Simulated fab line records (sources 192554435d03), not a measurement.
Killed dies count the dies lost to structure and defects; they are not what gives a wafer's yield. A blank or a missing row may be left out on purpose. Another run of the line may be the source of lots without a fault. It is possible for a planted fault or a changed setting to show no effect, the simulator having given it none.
Chamber matching -- flow n5Finfet -- N5_BEOL_M11_CURE_72 on uvCure-01 has 3 sister chambers
The step cures SiCOH lowk, time 120 s. 20 wafers are shown with their chamber, then 10 later ones without.

WAFERS PAIRED WITH THEIR CHAMBERS
wafer,chamber,wafer_temp_C_max,lampPowerPct (%)
L075.1,2,373.8,52.25
L075.3,2,373.4,52.45
L075.6,2,373.0,52.41
L074.3,2,372.9,52.30
L074.4,2,373.6,52.38
L074.6,2,373.2,52.31
L076.1,2,373.5,52.35
L076.4,2,373.2,52.35
L076.6,2,372.4,52.27
L077.3,0,372.1,52.28
L077.5,0,371.8,52.45
L077.6,0,371.8,52.31
L081.1,0,371.0,52.25
L081.2,0,372.7,52.39
L081.5,0,371.6,52.28
L083.2,0,371.8,52.37
L083.3,0,373.0,52.28
L083.4,0,371.9,52.32
L082.2,1,372.9,52.30
L082.5,1,372.5,52.32

SIGNATURES, as means of the wafers listed above
reading,chamber 0,chamber 1,chamber 2,scatter within a chamber
wafer_temp_C_max,371.967,372.700,373.222,0.502
lampPowerPct,52.3256,52.3100,52.3411,0.0634
Rule: for a wafer and a chamber, the distance is found by dividing, reading by reading, the gap between the wafer's reading and the chamber's mean by the reading's scatter, squaring, summing and taking the root. If the next closest chamber is less than 2 further off than the closest, the wafer can't be placed; otherwise it belongs to the closest. The scatter: take each reading less its chamber's mean, square it, sum over the shown wafers, divide by the number of wafers less the number of chambers, and take the root.

WAFERS MISSING THEIR CHAMBER
wafer,wafer_temp_C_max,lampPowerPct (%)
L082.6,372.6,52.26
L078.2,372.1,52.25
L078.4,372.0,52.20
L078.6,371.6,52.29
L087.2,374.0,52.35
L087.3,374.5,52.39
L087.5,373.7,52.19
L093.1,372.9,52.38
L093.5,372.3,52.35
L093.6,372.4,52.35

WHICH CHAMBER EACH WENT THROUGH
wafer,from the rows above,in truth
L082.6,can't be placed: 1 or 0 or 2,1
L078.2,can't be placed: 0 or 1 or 2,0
L078.4,can't be placed: 0 or 1 or 2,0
L078.6,can't be placed: 0 or 1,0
L087.2,can't be placed: 2 or 1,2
L087.3,can't be placed: 2 or 1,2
L087.5,can't be placed: 2 or 1 or 0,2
L093.1,can't be placed: 2 or 1 or 0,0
L093.5,can't be placed: 0 or 1 or 2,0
L093.6,can't be placed: 1 or 0 or 2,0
Correctly placed: 0 of 10. Can't be placed from these rows: 10 (the true chamber is among the candidates in 10). Number placed wrongly: 0.
